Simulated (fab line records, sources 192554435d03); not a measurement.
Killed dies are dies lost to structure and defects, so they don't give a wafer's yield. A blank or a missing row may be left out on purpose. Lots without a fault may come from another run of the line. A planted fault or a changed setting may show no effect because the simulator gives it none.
fab line records | flow n5_finfet
record lots=7 wafers=39
route steps=1938 shown GATE_CUT@484
start_h: hours from the record's first day to the start of the lot's first wafer shown | wait_h: hours since the lot's step before | " the same as in the row above | L1.1+2: a row that stands for several wafers | - no value, or no start given | * or withheld: withheld | < > ~ a bound
route shown NAME@n: a module of which the file shows steps, and the number in the route of the first | usual: mean/standard deviation of fault-free wafers | same: alike in all rows | chamber/n: place in a boat | sites: the reading at each site | _std_site: their standard deviation | _edge_site: outer sites' mean less inner sites' | radius_mm: how far each site lies from the wafer's centre | mask NAME#n: copy n | behind: the tool/chamber that last shaped the wafer | hold: why the lot was held/for how many hours/how that ended | device: the transistor (n, p or np) that didn't switch | end of line: the same wafers' tests at the end of the route | a step without rows: its recipe alone | killed: dies lost to structure and defects at the first sort, not the wafer's yield | map: a wafer's dies, x killed, . not, _ none there
set.NAME: the setting as run; set.NAME@STEP: as run at that earlier step | model.NAME: the simulator's own value behind a step, which no gauge read
lots whose settings were changed on purpose; a table a step, a row a wafer
## steps
# step N5_GATE_CUT_EXPOSE_10
# recipe mask_id=GATE_CUT na=0.33 source_shape=annular sigma_inner=0.35 sigma_outer=0.8 polarization=unpolarized target_cd_nm=20 dose_mj=43.25
# columns lot.wafer tool chamber start_h wait_h mask set.dose_mj
L078.3+4+6 euv_scanner-02 0 107.10 - GATE_CUT#0 43.25
L081.1+4+5 euv_scanner-02 0 128.95 - GATE_CUT#0 41.4
L081.2+3+6 " 0 " " GATE_CUT#0 43.25
L082.1+4+5 euv_scanner-01 0 131.77 - GATE_CUT#0 45.88
L082.2+3+6 " 0 " " GATE_CUT#0 43.25
L083.1+5+6 euv_scanner-01 0 140.32 - GATE_CUT#0 41.78
L083.2+3+4 " 0 " " GATE_CUT#0 43.25
L089.1+5+6 euv_scanner-01 0 184.81 - GATE_CUT#0 44.98
L089.2+3+4 " 0 " " GATE_CUT#0 43.25
L094.1+2+5 euv_scanner-01 0 207.79 - GATE_CUT#0 43.25
L094.3+4+6 " 0 " " GATE_CUT#0 45.6
L096.1+2+3 euv_scanner-01 0 216.97 - GATE_CUT#0 43.25
L096.4+5+6 " 0 " " GATE_CUT#0 44.82
# step N5_GATE_CUT_PEB_11
# recipe peb_temp_c=100 peb_time_s=60 resist=CAR-EUV
# step N5_GATE_CUT_DEVELOP_12
# recipe develop_time_s=30 developer=TMAH resist=CAR-EUV rinse_liquid=surfactant_rinse dry=air_spin dev_temp_c=23
# step N5_GATE_CUT_CD_MEAS_13
# recipe target_cd_nm=20 landing_energy_ev=500 detector=se_inlens
# usual cd_nm=20.05/0.27
# columns lot.wafer tool chamber start_h wait_h set.dose_mj@GATE_CUT_EXPOSE_10 cd_nm
L078.3 cd_sem-01 0 107.22 - 43.25 19.89
L078.4 " 0 " " 43.25 20.24
L078.6 " 0 " " 43.25 19.88
L081.1 cd_sem-01 0 129.08 - 41.4 19.02
L081.2 " 0 " " 43.25 19.84
L081.3 " 0 " " 43.25 20.07
L081.4 " 0 " " 41.4 19.51
L081.5 " 0 " " 41.4 18.53
L081.6 " 0 " " 43.25 19.99
L082.1 cd_sem-02 0 131.90 - 45.88 21.16
L082.2 " 0 " " 43.25 20.00
L082.3 " 0 " " 43.25 20.26
L082.4 " 0 " " 45.88 21.64
L082.5 " 0 " " 45.88 21.52
L082.6 " 0 " " 43.25 19.89
L083.1 cd_sem-03 0 140.45 - 41.78 19.39
L083.2 " 0 " " 43.25 19.73
L083.3 " 0 " " 43.25 19.85
L083.4 " 0 " " 43.25 19.82
L083.5 " 0 " " 41.78 19.41
L083.6 " 0 " " 41.78 19.39
L089.1 cd_sem-02 0 184.94 - 44.98 20.91
L089.2 " 0 " " 43.25 19.71
L089.3 " 0 " " 43.25 19.68
L089.4 " 0 " " 43.25 20.23
L089.5 " 0 " " 44.98 21.10
L089.6 " 0 " " 44.98 20.84
L094.1 cd_sem-02 0 207.92 - 43.25 19.90
L094.2 " 0 " " 43.25 20.17
L094.3 " 0 " " 45.6 20.52
L094.4 " 0 " " 45.6 20.93
L094.5 " 0 " " 43.25 20.02
L094.6 " 0 " " 45.6 21.10
L096.1 cd_sem-03 0 217.11 - 43.25 20.24
L096.2 " 0 " " 43.25 20.35
L096.3 " 0 " " 43.25 20.26
L096.4 " 0 " " 44.82 20.83
L096.5 " 0 " " 44.82 21.32
L096.6 " 0 " " 44.82 20.76
# step N5_GATE_CUT_DESCUM_18
# recipe chemistry=O2 time_s=7 source_power_w=50 bias_power_w=20 pressure_mtorr=20 rf_frequency_hz=2.712e+07 temp_c=40 resist=CAR-EUV o2_flow_sccm=225
# columns lot.wafer tool chamber start_h wait_h set.dose_mj@GATE_CUT_EXPOSE_10 model.GATE_CUT.cd_nm
L078.3+4+6 rie_diel-04 3,2,1 107.38 0.1 43.25 19.8
L081.1+5 rie_diel-06 0 129.27 0.1 41.4 19
L081.2 " 3 " " 43.25 20
L081.3 " 2 " " 43.25 20.2
L081.4 " 2 " " 41.4 19.2
L081.6 " 3 " " 43.25 19.8
L082.1 rie_diel-04 2 132.02 0.0 45.88 21
L082.2+3 " 0,1 " " 43.25 20.2
L082.4+5 " 3,1 " " 45.88 21.4
L082.6 " 2 " " 43.25 20
L083.1 rie_diel-03 1 140.58 0.0 41.78 19
L083.2+3 " 0,2 " " 43.25 20
L083.4 " 3 " " 43.25 20.2
L083.5+6 " 2,1 " " 41.78 19.4
L089.1+5 rie_diel-04 3 185.07 0.0 44.98 21
L089.2 " 2 " " 43.25 19.6
L089.3 " 1 " " 43.25 20.2
L089.4 " 1 " " 43.25 20
L089.6 " 2 " " 44.98 20.6
L094.1+5 rie_diel-04 0,2 208.05 0.0 43.25 19.8
L094.2 " 2 " " 43.25 20
L094.3+4 " 1 " " 45.6 21
L094.6 " 0 " " 45.6 20.8
L096.1 rie_diel-04 2 217.32 0.1 43.25 20
L096.2 " 0 " " 43.25 20.2
L096.3 " 1 " " 43.25 20.4
L096.4+6 " 0,2 " " 44.82 21
L096.5 " 1 " " 44.82 21.2
# step N5_GATE_CUT_ETCH_28
# recipe chemistry=N2/H2 target=underlayer target_depth_a=130 mask_material=CAR-EUV time_s=10.4 ion_energy_ev=200 pressure_mtorr=30 source_w=840 bias_w=150 n2_flow_sccm=200 h2_flow_sccm=200 ends=cleared
# step N5_GATE_CUT_ETCH_36
# recipe chemistry=CF4 target=SiARC target_depth_a=130 mask_material=CAR-EUV time_s=21.7 ion_energy_ev=80 pressure_mtorr=40 source_w=545 bias_w=36 Ar_flow_sccm=100 cf4_flow_sccm=100 ends=cleared
# step N5_GATE_CUT_ETCH_37
# recipe chemistry=N2/H2 target=SOC target_depth_a=600 overetch_a=120 mask_material=SiARC temp_c=40 time_s=90 ion_energy_ev=200 pressure_mtorr=30 source_w=840 bias_w=150 n2_flow_sccm=200 h2_flow_sccm=200
# columns lot.wafer tool chamber start_h wait_h set.dose_mj@GATE_CUT_EXPOSE_10 model.GATE_CUT.cd_nm
L078.3+6 rie_diel-04 3,1 107.46 0.0 43.25 19.8
L078.4 " 2 " " 43.25 19.6
L081.1+5 rie_diel-06 0 129.35 0.0 41.4 19
L081.2 " 3 " " 43.25 20
L081.3 " 2 " " 43.25 20.2
L081.4 " 2 " " 41.4 19.2
L081.6 " 3 " " 43.25 19.6
L082.1 rie_diel-04 2 132.10 0.0 45.88 20.8
L082.2 " 0 " " 43.25 20
L082.3 " 1 " " 43.25 20.2
L082.4+5 " 3,1 " " 45.88 21.4
L082.6 " 2 " " 43.25 19.8
L083.1 rie_diel-03 1 140.66 0.0 41.78 19.2
L083.2+3+4 " 0,2,3 " " 43.25 20.2
L083.5 " 2 " " 41.78 19.4
L083.6 " 1 " " 41.78 19.6
L089.1+5 rie_diel-04 3 185.15 0.0 44.98 20.8
L089.2 " 2 " " 43.25 19.6
L089.3 " 1 " " 43.25 20
L089.4 " 1 " " 43.25 19.8
L089.6 " 2 " " 44.98 20.6
L094.1+2+5 rie_diel-04 0,2,2 208.13 0.0 43.25 19.8
L094.3 " 1 " " 45.6 21
L094.4 " 1 " " 45.6 21.2
L094.6 " 0 " " 45.6 20.8
L096.1 rie_diel-04 2 217.40 0.0 43.25 20
L096.2+3 " 0,1 " " 43.25 20.4
L096.4+6 " 0,2 " " 44.82 21
L096.5 " 1 " " 44.82 21.4
# step N5_GATE_CUT_STRIP_38
# recipe chemistry=N2/H2 temp_c=40 n2_flow_sccm=200 h2_flow_sccm=200 rf_frequency_hz=6e+07
# step N5_GATE_CUT_STRIP_39
# recipe chemistry=N2/H2 temp_c=40 n2_flow_sccm=200 h2_flow_sccm=200 rf_frequency_hz=6e+07
# step N5_GATE_CUT_CUT_ETCH_54
# recipe chemistry=Cl2/BCl3 target=TiN mask_material=SiO2 target_depth_a=967 pressure_mtorr=10 icp_w=1000 bias_w=126 Cl2_flow_sccm=53.25 bcl3_flow_sccm=21.75 Ar_flow_sccm=25 ends=cleared
# step N5_GATE_CUT_CUT_ETCH_55
# recipe chemistry=BCl3 target=HfO2 mask_material=SiO2 target_depth_a=32 ion_energy_ev=30 pressure_mtorr=5 icp_w=450 bias_w=18 bcl3_flow_sccm=80
# step N5_GATE_CUT_ETCH_47
# recipe chemistry=Cl2/BCl3 target=SiO2 target_depth_a=100 pressure_mtorr=10 icp_w=1000 bias_w=126 Cl2_flow_sccm=53.25 bcl3_flow_sccm=21.75 Ar_flow_sccm=25
# columns lot.wafer tool chamber start_h wait_h set.dose_mj@GATE_CUT_EXPOSE_10 model.GATE_CUT.cd_nm
L078.3+4 rie_metal-03 0,1 107.94 0.0 43.25 19.4
L078.6 " 0 " " 43.25 20
L081.1+4 rie_metal-03 1 129.81 0.0 41.4 18.8
L081.2 " 0 " " 43.25 20
L081.3+6 " 0,1 " " 43.25 19.8
L081.5 " 0 " " 41.4 18.6
L082.1 rie_metal-03 1 132.57 0.0 45.88 20.8
L082.2+3 " 0 " " 43.25 20.2
L082.4 " 1 " " 45.88 21.4
L082.5 " 0 " " 45.88 21.6
L082.6 " 1 " " 43.25 19.4
L083.1 rie_metal-02 1 141.12 0.0 41.78 19
L083.2+4 " 0 " " 43.25 20.4
L083.3 " 1 " " 43.25 20.2
L083.5 " 1 " " 41.78 19.8
L083.6 " 0 " " 41.78 19.6
L089.1+5 rie_metal-01 1 185.76 0.1 44.98 21
L089.2 " 1 " " 43.25 19.6
L089.3+4 " 1 " " 43.25 20.4
L089.6 " 1 " " 44.98 20.8
L094.1+5 rie_metal-02 1 208.64 0.0 43.25 19.6
L094.2 " 0 " " 43.25 19.8
L094.3 " 1 " " 45.6 21.2
L094.4 " 0 " " 45.6 21.4
L094.6 " 0 " " 45.6 20.8
L096.1 rie_metal-02 0 217.87 0.0 43.25 20
L096.2 " 1 " " 43.25 20.2
L096.3 " 1 " " 43.25 20.4
L096.4 " 0 " " 44.82 20.8
L096.5 " 1 " " 44.82 21.6
L096.6 " 0 " " 44.82 20.6
## key
split step=N5_GATE_CUT_EXPOSE_10 setting=dose_mj stated=43.25 by=wafer
response step=N5_GATE_CUT_CD_MEAS_13 reading=cd_nm change=+0.2 per=1% r=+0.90
response step=N5_GATE_CUT_DESCUM_18 reading=model.GATE_CUT.cd_nm change=+0.209 per=1% r=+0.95
response step=N5_GATE_CUT_ETCH_37 reading=model.GATE_CUT.cd_nm change=+0.216 per=1% r=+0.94
response step=N5_GATE_CUT_ETCH_47 reading=model.GATE_CUT.cd_nm change=+0.239 per=1% r=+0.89
